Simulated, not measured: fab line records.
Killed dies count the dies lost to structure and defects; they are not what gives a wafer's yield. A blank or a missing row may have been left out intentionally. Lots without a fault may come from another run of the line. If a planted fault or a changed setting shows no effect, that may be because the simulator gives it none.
A struck lot beside a sound one / flow nandHarc / 14 out of 1302 route steps
Sound: the wafers L918.1, L918.4, L918.6. Wafers struck: L915.1, L915.2, L915.4. Last of all comes the cause.
For every step that has rows: the tool of each side, followed by ch and its chambers, followed by its first start. Under that, the readings that differ: sound wafers / struck wafers / difference of the means / sigmas: that difference in standard deviations of wafers without a fault.
alike: a reading whose means differ by less than 2 such deviations, as well as words and numbers matching on both sides. not compared: withheld readings; readings where some wafer has no value; bounds like >300 that might hide an equal value; numbers whose values overlap and for which the record gives no deviation.
The two part at a step that has a row with sigmas, a row that says differs or no value, or rows on one side only. Numbers that don't overlap but have no deviation are shown without sigmas and don't part them. A reading that every wafer of one side lacks parts them only if that side has two wafers or more.

first, 9 steps without rows for these wafers: NHARC_A_STAIRCASE_DEHYDRATE_01 (time 120 s); NHARC_A_STAIRCASE_HMDS_02 (time 30 s); NHARC_A_STAIRCASE_COAT_03; NHARC_A_STAIRCASE_SOFTBAKE_04 (time 170 s); NHARC_A_STAIRCASE_EBR_05; NHARC_A_STAIRCASE_EXPOSE_06 (exposes mask STAIR); NHARC_A_STAIRCASE_PEB_07 (peb time 130 s); NHARC_A_STAIRCASE_DEVELOP_08 (time 140 s); NHARC_A_STAIRCASE_HARDBAKE_10 (time 140 s).
NHARC_A_STAIRCASE_DESCUM_11: chemistry O2, time 3 s.
  sound on rieDiel-04 ch 1,3, day 24 09:34; struck on rieDiel-09 ch 1,2,3, day 23 06:02
  alike: drypumpMotorCurrentA, oesProductAu, rfVppV, showerheadPlenumPTorr, throttleValvePct
  not compared: rfHoursCounterH
NHARC_A_STAIRCASE_TRIM_12: chemistry O2, time 211.2 s.
  sound on rieDiel-04 ch 0,2, day 24 09:39; struck on rieDiel-09 ch 0,1,3, day 23 06:07
reading=oesProductAu (a.u.); sound=0.992 1.052 1.057; struck=0.969 1.017 0.975; difference=-0.047; sigmas=-3
reading=rfVppV (V); sound=58.3 59.0 59.7; struck=56.6 57.6 56.1; difference=-2.2; sigmas=-2
  alike: drypumpMotorCurrentA, showerheadPlenumPTorr, throttleValvePct
  not compared: rfHoursCounterH
NHARC_A_STAIRCASE_ETCH_13: etches the open film in C4F8/O2, target depth 100 nm, time 40.5 s.
  sound on rieDiel-04 ch 2,3, day 24 09:49; struck on rieDiel-09 ch 0,2,3, day 23 06:17
  no value came back on the struck wafers for any of 5 readings (biasW (W), chamberPressureMTorr (mTorr) and others); on the sound wafers biasW (W) reads 998.0 996.1 997.6
  not compared: rfHoursCounterH
NHARC_A_STAIRCASE_TRIM_14: chemistry O2, time 211.2 s.
  sound on rieDiel-04 ch 1,2; struck on rieDiel-09 ch 0,1,3
  alike: drypumpMotorCurrentA, oesProductAu, rfVppV, showerheadPlenumPTorr, throttleValvePct
  not compared: rfHoursCounterH
-- record jumps: 8 days between struck wafers' starts before vs after; left off in module A_STAIRCASE, resumes in module END, first step shown is number 1302 of the route --
NHARC_END_SORT_01:
  here the record holds rows for the struck wafers (prober-01 ch 0, day 31 16:05) but none for the sound ones

## WHERE THEY PART
Earliest at NHARC_A_STAIRCASE_TRIM_12; latest, in this record, at NHARC_END_SORT_01.

WHY: what the simulator had put in
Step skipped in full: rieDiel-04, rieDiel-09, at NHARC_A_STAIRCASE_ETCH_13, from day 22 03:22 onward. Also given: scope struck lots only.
